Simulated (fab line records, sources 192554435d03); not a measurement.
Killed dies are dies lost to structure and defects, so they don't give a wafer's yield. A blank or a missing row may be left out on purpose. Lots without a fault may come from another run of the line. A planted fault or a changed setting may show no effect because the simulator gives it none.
A struck lot beside a sound one | flow n5_finfet | 40 steps out of a route of 1938
Sound: wafers L290.1, L290.2, L290.5. Struck: wafers L295.1, L295.3, L295.5. The cause comes at the end.
At each step with rows: each side's tool, then ch and its chambers, then its first start. Under that, the readings that differ: sound wafers | struck wafers | difference of the means | sigmas: that difference in standard deviations of wafers without a fault.
alike: readings whose means differ by less than 2 such deviations, and words and numbers that are the same on both sides. not compared: withheld readings, readings that some wafer has no value for, bounds like >300 that may hide the same value, and numbers for which the record gives no deviation and whose values overlap.
The two part at a step that has a row with sigmas, a row that says differs or no value, or rows on one side only. Numbers that don't overlap but have no deviation are shown without sigmas and don't part them. A reading that every wafer of one side lacks parts them only if that side has two wafers or more.

first, 12 steps without rows for these wafers: N5_HKMG_FIN_ETCH_54 (etches SiARC in CF4, target depth 45.5 nm, time 75.8 s); N5_HKMG_FIN_ETCH_55 (etches SOC in N2/H2, target depth 240 nm, time 300 s); N5_HKMG_FIN_STRIP_56 (strips in N2/H2); N5_HKMG_FIN_STRIP_57 (strips in CF4); N5_HKMG_FIN_ETCH_58 (etches SOC in N2/H2, target depth 215.8 nm, time 741 s); N5_HKMG_FIN_STRIP_93 (strips SOC in N2/H2, time 20 s); N5_HKMG_FIN_WET_ETCH_76 (etches Al2O3 in dNH4OH, stops on La2O3, target depth 2.25 nm, rinse time 30 s); N5_HKMG_FIN_STRIP_60 (strips in N2/H2, time 360 s); N5_HKMG_FIN_WET_ETCH_77 (etches La2O3 in dHCl, stops on HfO2, target depth 2 nm); N5_HKMG_FIN_WET_ETCH_78 (etches Al2O3 in dNH4OH, stops on La2O3, target depth 4.5 nm, rinse time 30 s); N5_HKMG_FIN_ALD_79 (deposits TiN, target thk 1.5 nm, pulse time 1 s, purge time 3 s); N5_HKMG_FIN_CVD_62 (deposits a-Si from Si2H6, target thk 3 nm, time 20.8 s).
N5_HKMG_FIN_RTA_80: time 2 s.
  sound on rtp_anneal-02 ch 0, day 6 21:34; struck on rtp_anneal-02 ch 0, day 8 04:53
then, 25 steps without rows for these wafers: N5_HKMG_FIN_PRECLEAN_64 (cleans in dHF, time 30 s); N5_HKMG_FIN_WET_ETCH_65 (etches a-Si in TMAH, stops on TiN, time 49 s, target depth 3 nm); N5_HKMG_FIN_WET_ETCH_81 (etches TiN in SC1, stops on HfO2, time 57 s, target depth 6 nm); N5_HKMG_FIN_WET_ETCH_82 (etches La2O3 in dHCl, stops on HfO2, target depth 2 nm, rinse time 30 s); N5_HKMG_FIN_ALD_36 (deposits TiN, target thk 1 nm, pulse time 1 s, purge time 3 s); N5_HKMG_FIN_PWFM_ALD_03 (deposits TiN, target thk 2 nm, pulse time 1 s, purge time 3 s); N5_HKMG_FIN_COAT_29 (time 60 s, resist thk 300 nm); N5_HKMG_FIN_COAT_30 (time 60 s, resist thk 35 nm); N5_HKMG_FIN_COAT_06 (resist thk 90 nm); N5_HKMG_FIN_EBR_08; N5_HKMG_FIN_SOFTBAKE_07 (time 60 s); N5_HKMG_FIN_EXPOSE_09 (exposes mask NWFM); N5_HKMG_FIN_PEB_10 (peb time 60 s); N5_HKMG_FIN_DEVELOP_11 (develop time 30 s); N5_HKMG_FIN_DESCUM_17 (chemistry O2, time 7.9 s); N5_HKMG_FIN_ETCH_31 (etches SiARC in CF4, target depth 45.5 nm, time 75.8 s); N5_HKMG_FIN_ETCH_32 (etches SOC in N2/H2, target depth 240 nm, time 300 s); N5_HKMG_FIN_STRIP_33 (strips in N2/H2); N5_HKMG_FIN_STRIP_34 (strips in CF4); N5_HKMG_FIN_ETCH_35 (etches SOC in N2/H2, target depth 215.8 nm, time 243.4 s); N5_HKMG_FIN_STRIP_92 (strips SOC in N2/H2, time 20 s); N5_HKMG_FIN_WET_ETCH_18 (etches TiN in SC1, time 55 s, target depth 5.2 nm, rinse time 30 s); N5_HKMG_FIN_STRIP_19 (strips in N2/H2, time 360 s); N5_HKMG_FIN_ALD_91 (deposits TiN, target thk 1 nm, pulse time 1 s, purge time 3 s); N5_HKMG_FIN_COAT_85 (time 60 s, resist thk 300 nm).
-- the record jumps here: 4 days lie between the struck wafers' starts before and after (it left off in module HKMG_FIN and takes up again in module BEOL_M4, whose first step shown is number 1111 of the route) --
N5_BEOL_M4_RC_MEAS_101:
  sound on prober-02 ch 0, day 11 03:17; struck on prober-01 ch 0, day 12 07:28
  reading             | sound                      | struck                  | difference | sigmas
  IOFF_P (nA/um)      | 0.18 0.26 0.23             | 0.18 0.13 0.14          | -0.07      | -2
  IOFF_P_LIN (nA/um)  | 0.089 0.116 0.107          | 0.078 0.062 0.065       | -0.036     | -3
  IOFF_P_LONG (nA/um) | 0.000104 0.000114 0.000112 | 7.8e-05 8.3e-05 7.4e-05 | -3.2e-05   | -3
  VT_N_LVT (mV)       | 98 91 91                   | 74 81 80                | -15        | -4
  VT_P (mV)           | -249 -245 -249             | -261 -263 -261          | -14        | -4
  VT_P_LONG (mV)      | -278.1 -275.9 -273.6       | -290.5 -291.0 -288.0    | -14.0      | -5
  alike: DIBL_N, DIBL_P, IOFF_N, ION_N, ION_P, SS_N, SS_P, VT_N
-- the record jumps here: 5 days lie between the struck wafers' starts before and after (it left off in module BEOL_M4 and takes up again in module PASSIVATION, whose first step shown is number 1936 of the route) --
N5_PASSIVATION_PROBE_49:
  sound on prober-02, day 15 10:02; struck on prober-02, day 16 20:39
  reading              | sound | struck      | difference | sigmas
  killed_at_other      | 0 1   | 7 12 5      | +8         | +3
  sort_bin_8_speed (%) | 0 0   | 0 0.59 0.25 | +0         | +17
  alike: defect_limited_yield, killed_at_M0_to_M3, killed_at_M4_up, killed_at_contacts, killed_at_front_end, killed_dies, killed_on_rim, killed_open, killed_short, sort_bin_5_function, sort_bin_6_memory, sort_n_pass, sort_yield_pct

WHERE THEY PART
First at N5_BEOL_M4_RC_MEAS_101; last, within this record, at N5_PASSIVATION_PROBE_49.

WHY: what the simulator had put in
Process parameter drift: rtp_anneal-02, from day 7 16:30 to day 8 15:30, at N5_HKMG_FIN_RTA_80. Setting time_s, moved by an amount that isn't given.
